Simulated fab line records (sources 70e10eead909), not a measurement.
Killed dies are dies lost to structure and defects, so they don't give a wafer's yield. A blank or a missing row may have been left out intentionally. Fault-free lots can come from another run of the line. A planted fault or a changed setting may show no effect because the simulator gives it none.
One fault through the eyes of 2 desks | flow nandHarc | only its own numbers are on each desk; what lay behind them is given at the end

AT THE METROLOGY DESK
Lot by lot, what the gauges showed, no matter which tool ran the lot: averages of those sampled wafers that carry a number. If a lot's mean is further than 4 standard deviations from the usual mean, the lot is out of limits and carries the mark OUT (the distance appears in the brackets).
Columns: A = overlayXNm at NHARC_HYBRID_BOND_OVL_MEAS_05, usual 3 nm; B = overlayYNm at NHARC_HYBRID_BOND_OVL_MEAS_05, usual 1 nm
lot  | first seen here | A   | B
L459 | day 23 13:20    | -21 | 18
L458 | day 24 09:31    | 5   | -4
L460 | day 24 14:58    | 5   | -3
L461 | day 24 19:15    | 42  | 14
L462 | day 25 03:35    | 19  | 9
L463 | day 25 03:35    | 15  | 15
L465 | day 26 16:16    | 38  | 17
L464 | day 27 00:34    | 9   | 5
L471 | day 29 03:22    | 38  | 26
L476 | day 30 06:34    | -10 | -14
L475 | day 30 16:55    | -9  | -13
L479 | day 32 09:01    | -3  | -9
L478 | day 32 14:46    | 21  | -5
L480 | day 33 04:26    | 8   | 18
This desk's verdict: no lot among the 14 shows anything out of limits.

DESK OF THE TOOL OWNER: harCapEtch-02
The tool's own readings at NHARC_A_CONTACT_ETCH_134 (etches the open film in C4F8/O2/Ar, time 140 s, target depth 700 nm): means of the sampled wafers that have a number, for each lot that ran on this tool. If a lot's mean is further than 4 standard deviations from the usual mean, the lot is out of limits and carries the mark OUT (the distance appears in the brackets).
Columns: A = chamberPressureMTorr at NHARC_A_CONTACT_ETCH_134, usual 20.001 mTorr
lot  | first seen here | A
L459 | day 22 06:13    | 19.978
L460 | day 23 07:53    | 19.993
L464 | day 25 16:38    | 20.009
L476 | day 29 00:04    | 19.994
L475 | day 29 09:11    | 20.006
This desk's verdict: no lot among the 5 shows anything out of limits.

BROUGHT TOGETHER
From the metrology desk's view, nothing was out of limits.
Nothing out of limits was seen by the tool owner's desk.

WHAT THE SIMULATOR HAD INSERTED
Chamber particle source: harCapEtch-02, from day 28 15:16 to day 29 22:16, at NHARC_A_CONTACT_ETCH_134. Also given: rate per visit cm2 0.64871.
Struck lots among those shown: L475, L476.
